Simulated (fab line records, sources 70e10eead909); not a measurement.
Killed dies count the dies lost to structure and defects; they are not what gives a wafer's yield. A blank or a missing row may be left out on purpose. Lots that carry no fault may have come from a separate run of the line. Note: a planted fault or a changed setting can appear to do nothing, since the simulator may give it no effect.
fab line records + flow nand_harc
record
- lots=7
- wafers=19
- last_day=32
route steps=1302 shown A_DECK1_JOINT@539 A_ONON_D2@545 END@1302
lots untouched by any fault: they come from a run of this same line in which no faults occurred
start_h: the number of hours between the record's first day and the start of the first shown wafer of the lot + wait_h: time in hours since the lot's previous step + " repeats the value in the row above + L1.1+2: several wafers, shown together as one row + - no value present, or no start provided + * or withheld: withheld + < > ~ a bound
route shown NAME@n: a module of which the file shows steps, and the number in the route of the first + usual: the fault-free wafers' mean and standard deviation + same: alike in all rows + chamber/n: place in a boat + sites: readings site by site + _std_site: standard deviation of those values + _edge_site: inner sites' mean taken away from outer sites' mean + radius_mm: how far each site lies from the wafer's centre + mask NAME#n: copy n + behind: the tool/chamber that last shaped the wafer + hold: why the lot was held/for how many hours/how that ended + device: which transistor (n, p or np) failed to switch + end of line: the route-end tests of the same wafers + step lacking rows: just its recipe + killed: dies that structure and defects cost at the first sort, which is not the same as the wafer's yield + map: dies across one wafer; x = killed, . = not, _ = none there
set.NAME: the setting that was run; set.NAME@STEP: the one run at that earlier step + model.NAME: the simulator's own value behind a step, which no gauge read
lots seen at some steps along the route; tables by step, rows by wafer
services: a tool's chamber out of use, with start hour (start_h, from the record's first day; less than 0 if before it), hours out, and reason
## steps
# step NHARC_A_DECK1_JOINT_CMP_02
# recipe
- material=SiOx
# usual
- motor_current_A=11.7/1.2
- pad_life_wafers=171/110
| lot.wafer | tool   | chamber | start_h | wait_h | motor_current_A | pad_life_wafers |
|-----------|--------|---------|---------|--------|-----------------|-----------------|
| L614.3    | cmp-01 | 0       | 282.77  | 0.4    | 9.8             | 372             |
| L614.4    | "      | 1       | "       | "      | 12.8            | 373             |
| L614.6    | "      | 0       | "       | "      | 10.0            | -               |
| L620.3    | cmp-02 | 1       | 357.94  | 0.4    | 14.3            | 98              |
| L620.5    | "      | 3       | "       | "      | 10.8            | -               |
| L623.3    | cmp-02 | 1       | 363.72  | 0.4    | 14.2            | 151             |
| L623.4    | "      | 2       | "       | "      | 12.6            | 152             |
| L625.3    | cmp-02 | 1       | 380.12  | 0.4    | 14.1            | 217             |
| L625.1    | "      | 2       | "       | "      | 12.1            | 218             |
| L625.2    | "      | 3       | "       | "      | 11.0            | 219             |
| L630.4    | cmp-04 | 2       | 442.59  | 0.4    | 10.5            | 109             |
| L630.2    | "      | 3       | "       | "      | 11.9            | 110             |
| L630.5    | "      | 2       | "       | "      | 10.8            | -               |
| L632.2    | cmp-01 | 1       | 453.21  | 0.4    | 11.9            | 252             |
| L632.3    | "      | 0       | "       | "      | 9.5             | 255             |
| L632.5    | "      | 2       | "       | "      | 12.0            | -               |
| L634.3    | cmp-02 | 0       | 487.38  | 0.4    | 11.3            | 241             |
| L634.2    | "      | 1       | "       | "      | 14.9            | 242             |
| L634.6    | "      | 3       | "       | "      | 11.0            | -               |
# step NHARC_A_DECK1_JOINT_SRD_15
# step NHARC_A_DECK1_JOINT_DEP_16
# recipe
- target_thk_a=450
- temp_c=400
- pressure_torr=6.5
- rf_w=900
- teos_flow_sccm=161.4
- flow_sccm=2650
- target_thk_nm=45
- gas=O2
- material=SiO2
# usual
- heater_power_w=518/100
- mfc_precursor_sccm=161.4/0.43
- throttle_valve_pct=15.8/0.56
| lot.wafer | tool     | chamber | start_h | wait_h | heater_power_w | mfc_precursor_sccm | throttle_valve_pct |
|-----------|----------|---------|---------|--------|----------------|--------------------|--------------------|
| L614.3    | pecvd-01 | 0       | 283.19  | 0.1    | 554            | 161.4              | 16.3               |
| L614.4    | "        | 2       | "       | "      | 559            | 161.1              | 17.1               |
| L614.6    | "        | 1       | "       | "      | 410            | 161.4              | 16.1               |
| L620.3    | pecvd-04 | 2       | 358.29  | 0.1    | 507            | 161.4              | 15.8               |
| L620.5    | "        | 2       | "       | "      | 520            | 161.2              | 16.2               |
| L623.3    | pecvd-03 | 0       | 364.08  | 0.1    | 368            | 161.5              | 15.8               |
| L623.4    | "        | 0       | "       | "      | 367            | 161.2              | 15.8               |
| L625.2    | pecvd-03 | 2       | 380.49  | 0.1    | 668            | 161.8              | 14.7               |
| L625.3    | "        | 0       | "       | "      | 335            | 161.2              | 15.0               |
| L625.1    | "        | 1       | "       | "      | 470            | 161.3              | 15.7               |
| L630.2    | pecvd-01 | 1       | 442.96  | 0.1    | 430            | 160.9              | 16.3               |
| L630.5    | "        | 1       | "       | "      | 440            | 161.7              | 16.3               |
| L630.4    | "        | 0       | "       | "      | 557            | 160.4              | 16.2               |
| L632.2    | pecvd-03 | 1       | 453.63  | 0.1    | 564            | 160.5              | 16.1               |
| L632.3    | "        | 2       | "       | "      | 648            | 161.3              | 14.8               |
| L632.5    | "        | 0       | "       | "      | 402            | 161.2              | 15.2               |
| L634.3    | pecvd-04 | 1       | 487.77  | 0.1    | 451            | 161.3              | 15.5               |
| L634.2    | "        | 0       | "       | "      | 476            | 161.4              | 15.7               |
| L634.6    | "        | 1       | "       | "      | 446            | 161.8              | 15.1               |
# step NHARC_A_DECK1_JOINT_THK_MEAS_17
# recipe
- thk_meas_gauge=ellipsometry
# usual
- thk_nm=44.9/1.2
| lot.wafer | tool          | chamber | start_h | wait_h | thk_nm |
|-----------|---------------|---------|---------|--------|--------|
| L614.3    | film_metro-01 | -       | 283.44  | 0.2    | 44.9   |
| L614.4    | "             | -       | "       | "      | 46.2   |
| L614.6    | "             | -       | "       | "      | 46.2   |
| L620.3    | film_metro-02 | -       | 358.57  | 0.3    | 42.4   |
| L620.5    | "             | -       | "       | "      | 43.8   |
| L623.3    | film_metro-01 | -       | 364.36  | 0.3    | 44.5   |
| L623.4    | "             | -       | "       | "      | 46.2   |
| L625.1    | film_metro-01 | -       | 380.76  | 0.2    | 45.5   |
| L625.2    | "             | -       | "       | "      | 44.0   |
| L625.3    | "             | -       | "       | "      | 46.4   |
| L630.2    | film_metro-01 | -       | 443.24  | 0.3    | 44.5   |
| L630.4    | "             | -       | "       | "      | 44.4   |
| L630.5    | "             | -       | "       | "      | 45.3   |
| L632.2    | film_metro-01 | -       | 453.88  | 0.2    | 42.9   |
| L632.3    | "             | -       | "       | "      | 44.2   |
| L632.5    | "             | -       | "       | "      | 45.5   |
| L634.2    | film_metro-02 | -       | 488.06  | 0.2    | 45.4   |
| L634.3    | "             | -       | "       | "      | 46.0   |
| L634.6    | "             | -       | "       | "      | 45.1   |
# step NHARC_A_DECK1_JOINT_INSPECT_05
# usual
- raw_defect_count=319/120
| lot.wafer | tool              | chamber | start_h | wait_h | raw_defect_count |
|-----------|-------------------|---------|---------|--------|------------------|
| L614.3    | defect_inspect-01 | -       | 283.48  | 0.0    | 174              |
| L614.4    | "                 | -       | "       | "      | 248              |
| L614.6    | "                 | -       | "       | "      | 236              |
| L620.3    | defect_inspect-01 | -       | 358.60  | 0.0    | 344              |
| L620.5    | "                 | -       | "       | "      | 214              |
| L623.3    | defect_inspect-01 | -       | 364.40  | 0.0    | 165              |
| L623.4    | "                 | -       | "       | "      | 212              |
| L625.1    | defect_inspect-02 | -       | 380.80  | 0.0    | 258              |
| L625.2    | "                 | -       | "       | "      | 342              |
| L625.3    | "                 | -       | "       | "      | 189              |
| L630.2    | defect_inspect-01 | -       | 443.28  | 0.0    | 436              |
| L630.4    | "                 | -       | "       | "      | 408              |
| L630.5    | "                 | -       | "       | "      | 418              |
| L632.2    | defect_inspect-02 | -       | 453.91  | 0.0    | 417              |
| L632.3    | "                 | -       | "       | "      | 291              |
| L632.5    | "                 | -       | "       | "      | 368              |
| L634.2    | defect_inspect-02 | -       | 488.09  | 0.0    | 196              |
| L634.3    | "                 | -       | "       | "      | 279              |
| L634.6    | "                 | -       | "       | "      | 167              |
# step NHARC_A_ONON_D2_DEP_00
# recipe
- target_thk_a=10000
- n2_flow_sccm=2750
- n2o_flow_sccm=2000
- nh3_flow_sccm=500
- sih4_flow_sccm=210
- temp_c=400
# step NHARC_A_ONON_D2_THK_MEAS_02
# recipe
- thk_meas_gauge=ellipsometry
# usual
- thk_nm=1000/12
| lot.wafer | tool          | chamber | start_h | wait_h | thk_nm |
|-----------|---------------|---------|---------|--------|--------|
| L614.3    | film_metro-01 | -       | 284.06  | -      | 1023   |
| L614.4    | "             | -       | "       | "      | 1023   |
| L614.6    | "             | -       | "       | "      | 1023   |
| L620.3    | film_metro-01 | -       | 359.19  | -      | 998    |
| L620.5    | "             | -       | "       | "      | 998    |
| L623.3    | film_metro-01 | -       | 364.98  | -      | 1000   |
| L623.4    | "             | -       | "       | "      | 1000   |
| L625.1    | film_metro-01 | -       | 381.37  | -      | 1007   |
| L625.2    | "             | -       | "       | "      | 1007   |
| L625.3    | "             | -       | "       | "      | 1008   |
| L630.2    | film_metro-02 | -       | 443.85  | -      | 1006   |
| L630.4    | "             | -       | "       | "      | 1005   |
| L630.5    | "             | -       | "       | "      | 1004   |
| L632.2    | film_metro-01 | -       | 454.48  | -      | 1000   |
| L632.3    | "             | -       | "       | "      | 1000   |
| L632.5    | "             | -       | "       | "      | 1000   |
| L634.2    | film_metro-01 | -       | 488.67  | -      | 989    |
| L634.3    | "             | -       | "       | "      | 990    |
| L634.6    | "             | -       | "       | "      | 989    |
# step NHARC_A_ONON_D2_DEP_03
# recipe
- target_thk_a=10000
- n2_flow_sccm=2750
- n2o_flow_sccm=2000
- nh3_flow_sccm=500
- sih4_flow_sccm=210
- temp_c=400
# step NHARC_A_ONON_D2_THK_MEAS_05
# recipe
- thk_meas_gauge=ellipsometry
# usual
- thk_nm=1002/12
| lot.wafer | tool          | chamber | start_h | wait_h | thk_nm |
|-----------|---------------|---------|---------|--------|--------|
| L614.3    | film_metro-01 | -       | 284.65  | -      | 1023   |
| L614.4    | "             | -       | "       | "      | 1024   |
| L614.6    | "             | -       | "       | "      | 1024   |
| L620.3    | film_metro-01 | -       | 359.75  | -      | 999    |
| L620.5    | "             | -       | "       | "      | 999    |
| L623.3    | film_metro-01 | -       | 365.54  | -      | 999    |
| L623.4    | "             | -       | "       | "      | 1002   |
| L625.1    | film_metro-01 | -       | 381.94  | -      | 1005   |
| L625.2    | "             | -       | "       | "      | 1006   |
| L625.3    | "             | -       | "       | "      | 1007   |
| L630.2    | film_metro-02 | -       | 444.44  | -      | 1004   |
| L630.4    | "             | -       | "       | "      | 1002   |
| L630.5    | "             | -       | "       | "      | 1005   |
| L632.2    | film_metro-01 | -       | 455.19  | -      | 1003   |
| L632.3    | "             | -       | "       | "      | 1004   |
| L632.5    | "             | -       | "       | "      | 1002   |
| L634.2    | film_metro-02 | -       | 489.24  | -      | 1006   |
| L634.3    | "             | -       | "       | "      | 1007   |
| L634.6    | "             | -       | "       | "      | 1007   |
# step NHARC_A_ONON_D2_DEP_06
# recipe
- target_thk_a=10000
- n2_flow_sccm=2750
- n2o_flow_sccm=2000
- nh3_flow_sccm=500
- sih4_flow_sccm=210
- temp_c=400
# step NHARC_A_ONON_D2_THK_MEAS_08
# recipe
- thk_meas_gauge=ellipsometry
# usual
- thk_nm=998/9.6
| lot.wafer | tool          | chamber | start_h | wait_h | thk_nm |
|-----------|---------------|---------|---------|--------|--------|
| L614.3    | film_metro-02 | -       | 285.23  | -      | 985    |
| L614.4    | "             | -       | "       | "      | 985    |
| L614.6    | "             | -       | "       | "      | 984    |
| L620.3    | film_metro-02 | -       | 360.32  | -      | 997    |
| L620.5    | "             | -       | "       | "      | 997    |
| L623.3    | film_metro-02 | -       | 366.12  | -      | 999    |
| L623.4    | "             | -       | "       | "      | 1001   |
| L625.1    | film_metro-01 | -       | 382.51  | -      | 989    |
| L625.2    | "             | -       | "       | "      | 989    |
| L625.3    | "             | -       | "       | "      | 987    |
| L630.2    | film_metro-02 | -       | 445.01  | -      | 994    |
| L630.4    | "             | -       | "       | "      | 994    |
| L630.5    | "             | -       | "       | "      | 995    |
| L632.2    | film_metro-01 | -       | 455.88  | -      | 996    |
| L632.3    | "             | -       | "       | "      | 996    |
| L632.5    | "             | -       | "       | "      | 998    |
| L634.2    | film_metro-01 | -       | 489.80  | -      | 1006   |
| L634.3    | "             | -       | "       | "      | 1004   |
| L634.6    | "             | -       | "       | "      | 1000   |
# step NHARC_A_ONON_D2_DEP_09
# recipe
- target_thk_a=10000
- n2_flow_sccm=2750
- n2o_flow_sccm=2000
- nh3_flow_sccm=500
- sih4_flow_sccm=210
- temp_c=400
# usual
- sih4_flow_sccm=210.1/0.64
| lot.wafer | tool          | chamber | start_h | wait_h | sih4_flow_sccm |
|-----------|---------------|---------|---------|--------|----------------|
| L614.3    | pecvd_onon-03 | 0       | 285.40  | 0.2    | 210.4          |
| L614.4    | "             | 0       | "       | "      | 209.9          |
| L614.6    | "             | 0       | "       | "      | 208.9          |
| L620.3    | pecvd_onon-03 | 0       | 360.49  | 0.2    | 210.3          |
| L620.5    | "             | 0       | "       | "      | 210.6          |
| L623.3    | pecvd_onon-03 | 0       | 366.29  | 0.2    | 209.6          |
| L623.4    | "             | 0       | "       | "      | 209.3          |
| L625.1    | pecvd_onon-03 | 0       | 382.57  | 0.1    | 210.1          |
| L625.2    | "             | 0       | "       | "      | 208.8          |
| L625.3    | "             | 0       | "       | "      | 210.0          |
| L630.2    | pecvd_onon-01 | 0       | 445.13  | 0.1    | 210.2          |
| L630.4    | "             | 0       | "       | "      | 209.8          |
| L630.5    | "             | 0       | "       | "      | 210.9          |
| L632.2    | pecvd_onon-03 | 0       | 456.13  | 0.2    | 210.2          |
| L632.3    | "             | 0       | "       | "      | 210.9          |
| L632.5    | "             | 0       | "       | "      | 210.8          |
| L634.2    | pecvd_onon-01 | 0       | 489.91  | 0.1    | 211.0          |
| L634.3    | "             | 0       | "       | "      | 210.6          |
| L634.6    | "             | 0       | "       | "      | 211.2          |
# step NHARC_A_ONON_D2_THK_MEAS_11
# recipe
- thk_meas_gauge=ellipsometry
# usual
- thk_nm=1002/8.8
| lot.wafer | tool          | chamber | start_h | wait_h | thk_nm |
|-----------|---------------|---------|---------|--------|--------|
| L614.3    | film_metro-02 | -       | 285.79  | -      | 1009   |
| L614.4    | "             | -       | "       | "      | 1010   |
| L614.6    | "             | -       | "       | "      | 1009   |
| L620.3    | film_metro-01 | -       | 360.89  | -      | 606    |
| L620.5    | "             | -       | "       | "      | 609    |
| L623.3    | film_metro-01 | -       | 366.69  | -      | 602    |
| L623.4    | "             | -       | "       | "      | 1001   |
| L625.1    | film_metro-01 | -       | 383.08  | -      | 997    |
| L625.2    | "             | -       | "       | "      | 998    |
| L625.3    | "             | -       | "       | "      | 598    |
| L630.2    | film_metro-02 | -       | 445.58  | -      | 1006   |
| L630.4    | "             | -       | "       | "      | 1004   |
| L630.5    | "             | -       | "       | "      | 1004   |
| L632.2    | film_metro-01 | -       | 456.59  | -      | 1009   |
| L632.3    | "             | -       | "       | "      | 1009   |
| L632.5    | "             | -       | "       | "      | 1009   |
| L634.2    | film_metro-01 | -       | 490.37  | -      | 1015   |
| L634.3    | "             | -       | "       | "      | 1015   |
| L634.6    | "             | -       | "       | "      | 1013   |
# step NHARC_A_ONON_D2_DEP_12
# recipe
- target_thk_a=10000
- n2_flow_sccm=2750
- n2o_flow_sccm=2000
- nh3_flow_sccm=500
- sih4_flow_sccm=210
- temp_c=400
# step NHARC_END_SORT_01
# recipe
- temp_c=25
# usual
- killed_at_array=53/18
- killed_at_other=0.8/1.1
- killed_at_periphery=4.1/2.7
- killed_dies=58/18
- killed_open=3.1/1.7
- killed_short=2.7/1.7
# same
- gross_dies=677
| lot.wafer | tool      | chamber | start_h | wait_h | killed_at_array | killed_at_other | killed_at_periphery | killed_dies | killed_open | killed_short |
|-----------|-----------|---------|---------|--------|-----------------|-----------------|---------------------|-------------|-------------|--------------|
| L625.1    | prober-01 | 0       | 667.63  | 2.5    | 54              | 1               | 3                   | 58          | 1           | 4            |
| L625.3    | prober-01 | 0       | 669.23  | 3.1    | 672             | 0               | 5                   | 677         | 5           | 1            |
| L623.3    | prober-02 | 0       | 669.26  | 3.1    | 673             | 1               | 3                   | 677         | 3           | 5            |
| L623.4    | prober-02 | 0       | 670.07  | 3.4    | 85              | 2               | 1                   | 88          | 5           | 0            |
# killed by level:class
L625.1 A_SLIT:chamber_film_flake=21 A_CHANNEL_HOLE_D2:chamber_film_flake=14 A_CONTACT:chamber_film_flake=10 A_CHANNEL_HOLE_D1:chamber_film_flake=2 A_ONON_D1:geometric_particle:open=1 A_ONON_D1:geometric_particle:short=1 A_ONON_D2:geometric_particle:short=1 A_SGD_CUT:geometric_particle:short=1
L625.3 A_ONON_D2:area_dep=608 A_SLIT:chamber_film_flake=36 A_CHANNEL_HOLE_D2:chamber_film_flake=9 A_CHANNEL_HOLE_D1:chamber_film_flake=5 A_CONTACT:chamber_film_flake=4 A_STAIRCASE:chamber_film_flake=4 A_WL_FILL:chamber_film_flake=3 A_SOURCE_PLATE:geometric_particle:open=2
L623.3 A_ONON_D2:area_dep=616 A_SLIT:chamber_film_flake=25 A_CHANNEL_HOLE_D1:chamber_film_flake=17 A_STAIRCASE:chamber_film_flake=6 A_CHANNEL_FILL_D1:chamber_film_flake=2 P_CONTACT:geometric_particle:short=1 P_M0:geometric_particle:short=1 P_M2:geometric_particle:open=1
L623.4 A_CHANNEL_HOLE_D1:chamber_film_flake=37 A_SLIT:chamber_film_flake=35 A_CONTACT:chamber_film_flake=3 A_STAIRCASE:chamber_film_flake=3 A_CHANNEL_FILL_D1:geometric_particle:open=2 A_CONTACT:geometric_particle:open=2 P_STI:chamber_film_flake=1 STARTING-WAFER:geometric_particle:open=1
# map L623.3 (x killed, . not)
____________x____________
_________xxxxxxx_________
_______xxxxxxxxxxx_______
______xxxxxxxxxxxxx______
_____xxxxxxxxxxxxxxx_____
____xxxxxxxxxxxxxxxxx____
____xxxxxxxxxxxxxxxxx____
___xxxxxxxxxxxxxxxxxxx___
___xxxxxxxxxxxxxxxxxxx___
__xxxxxxxxxxxxxxxxxxxxx__
__xxxxxxxxxxxxxxxxxxxxx__
_xxxxxxxxxxxxxxxxxxxxxxx_
_xxxxxxxxxxxxxxxxxxxxxxx_
_xxxxxxxxxxxxxxxxxxxxxxx_
_xxxxxxxxxxxxxxxxxxxxxxx_
_xxxxxxxxxxxxxxxxxxxxxxx_
xxxxxxxxxxxxxxxxxxxxxxxxx
xxxxxxxxxxxxxxxxxxxxxxxxx
xxxxxxxxxxxxxxxxxxxxxxxxx
xxxxxxxxxxxxxxxxxxxxxxxxx
xxxxxxxxxxxxxxxxxxxxxxxxx
_xxxxxxxxxxxxxxxxxxxxxxx_
_xxxxxxxxxxxxxxxxxxxxxxx_
_xxxxxxxxxxxxxxxxxxxxxxx_
_xxxxxxxxxxxxxxxxxxxxxxx_
_xxxxxxxxxxxxxxxxxxxxxxx_
__xxxxxxxxxxxxxxxxxxxxx__
__xxxxxxxxxxxxxxxxxxxxx__
___xxxxxxxxxxxxxxxxxxx___
___xxxxxxxxxxxxxxxxxxx___
____xxxxxxxxxxxxxxxxx____
____xxxxxxxxxxxxxxxxx____
_____xxxxxxxxxxxxxxx_____
______xxxxxxxxxxxxx______
_______xxxxxxxxxxx_______
_________xxxxxxx_________
____________x____________
# map L625.3 (x killed, . not)
____________x____________
_________xxxxxxx_________
_______xxxxxxxxxxx_______
______xxxxxxxxxxxxx______
_____xxxxxxxxxxxxxxx_____
____xxxxxxxxxxxxxxxxx____
____xxxxxxxxxxxxxxxxx____
___xxxxxxxxxxxxxxxxxxx___
___xxxxxxxxxxxxxxxxxxx___
__xxxxxxxxxxxxxxxxxxxxx__
__xxxxxxxxxxxxxxxxxxxxx__
_xxxxxxxxxxxxxxxxxxxxxxx_
_xxxxxxxxxxxxxxxxxxxxxxx_
_xxxxxxxxxxxxxxxxxxxxxxx_
_xxxxxxxxxxxxxxxxxxxxxxx_
_xxxxxxxxxxxxxxxxxxxxxxx_
xxxxxxxxxxxxxxxxxxxxxxxxx
xxxxxxxxxxxxxxxxxxxxxxxxx
xxxxxxxxxxxxxxxxxxxxxxxxx
xxxxxxxxxxxxxxxxxxxxxxxxx
xxxxxxxxxxxxxxxxxxxxxxxxx
_xxxxxxxxxxxxxxxxxxxxxxx_
_xxxxxxxxxxxxxxxxxxxxxxx_
_xxxxxxxxxxxxxxxxxxxxxxx_
_xxxxxxxxxxxxxxxxxxxxxxx_
_xxxxxxxxxxxxxxxxxxxxxxx_
__xxxxxxxxxxxxxxxxxxxxx__
__xxxxxxxxxxxxxxxxxxxxx__
___xxxxxxxxxxxxxxxxxxx___
___xxxxxxxxxxxxxxxxxxx___
____xxxxxxxxxxxxxxxxx____
____xxxxxxxxxxxxxxxxx____
_____xxxxxxxxxxxxxxx_____
______xxxxxxxxxxxxx______
_______xxxxxxxxxxx_______
_________xxxxxxx_________
____________x____________
## services
| tool          | chamber | start_h | hours | kind   |
|---------------|---------|---------|-------|--------|
| pecvd_onon-01 | -       | 269.00  | 13.0  | pm     |
| pecvd-04      | -       | 269.06  | 13.0  | pm     |
| pecvd-01      | 1       | 273.97  | 1.9   | repair |
| cmp-01        | -       | 283.63  | 4.0   | pm     |
| cmp-02        | -       | 288.65  | 0.3   | repair |
| cmp-01        | -       | 301.89  | 0.2   | repair |
| pecvd-01      | -       | 311.45  | 13.0  | pm     |
| cmp-02        | -       | 317.51  | 4.1   | repair |
| pecvd-03      | 0       | 318.34  | 22.1  | repair |
| pecvd-03      | 2       | 330.37  | 6.0   | repair |
| cmp-02        | -       | 330.50  | 4.0   | pm     |
| cmp-01        | -       | 345.22  | 17.3  | repair |
| pecvd-03      | -       | 366.47  | 13.0  | pm     |
| pecvd-01      | -       | 381.54  | 2.4   | repair |
| cmp-01        | -       | 381.72  | 4.0   | pm     |
| cmp-02        | -       | 383.78  | 12.7  | repair |
| pecvd_onon-03 | -       | 408.00  | 13.0  | pm     |
| cmp-02        | -       | 428.50  | 4.0   | pm     |
| cmp-02        | -       | 447.59  | 0.4   | repair |
| pecvd_onon-01 | -       | 450.00  | 13.0  | pm     |
| pecvd-04      | -       | 450.06  | 13.0  | pm     |
| cmp-02        | -       | 457.12  | 1.4   | repair |
| cmp-02        | -       | 459.42  | 1.8   | repair |
| cmp-01        | -       | 462.97  | 1.6   | repair |
## key
first_sign
- step=NHARC_A_ONON_D2_THK_MEAS_11
- reading=thk_nm
- direction=down
- sigmas=45
- usual=1002
- struck=604
effect
- step=NHARC_END_SORT_01
- reading=killed_dies
- direction=up
- sigmas=34
- usual=58
- struck=677
more_kills_born_at
- NHARC_A_ONON_D2_DEP_09@pecvd_onon-03=1224
met_at NHARC_A_ONON_D2_DEP_09
struck_wafers L620.3,L620.5,L623.3,L625.3
later_rows_left_out L620.3,L620.5,L623.3,L625.3
sort_left_out L620.3,L620.5
tester_left_out L620,L623,L625
onset_between 285.40 360.49
fault
- kind=process_parameter_drift
- tool=pecvd_onon-03
- chamber=-
- onset_h=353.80
- steps=NHARC_A_ONON_D2_DEP_09
- channel=target_thk_a
- offset=*
- shape=step
- end_h=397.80
- scope=struck_wafers_only
- acts_in=*
- stated=*
# tester_left_out: of these lots the tester's yield and bins aren't shown, on N5 and GAA mostly nor the transistor test; their killed dies are dies lost to structure and defects alone, not to doping, threshold or leakage, so they don't give the yield
# sort_left_out: the simulated sort isn't trusted on such a fault, so these wafers' sort isn't shown, and their yield isn't known
# later_rows_left_out: the simulator's readings of these wafers behind a module that went badly wrong aren't trusted and aren't shown, but for the sort
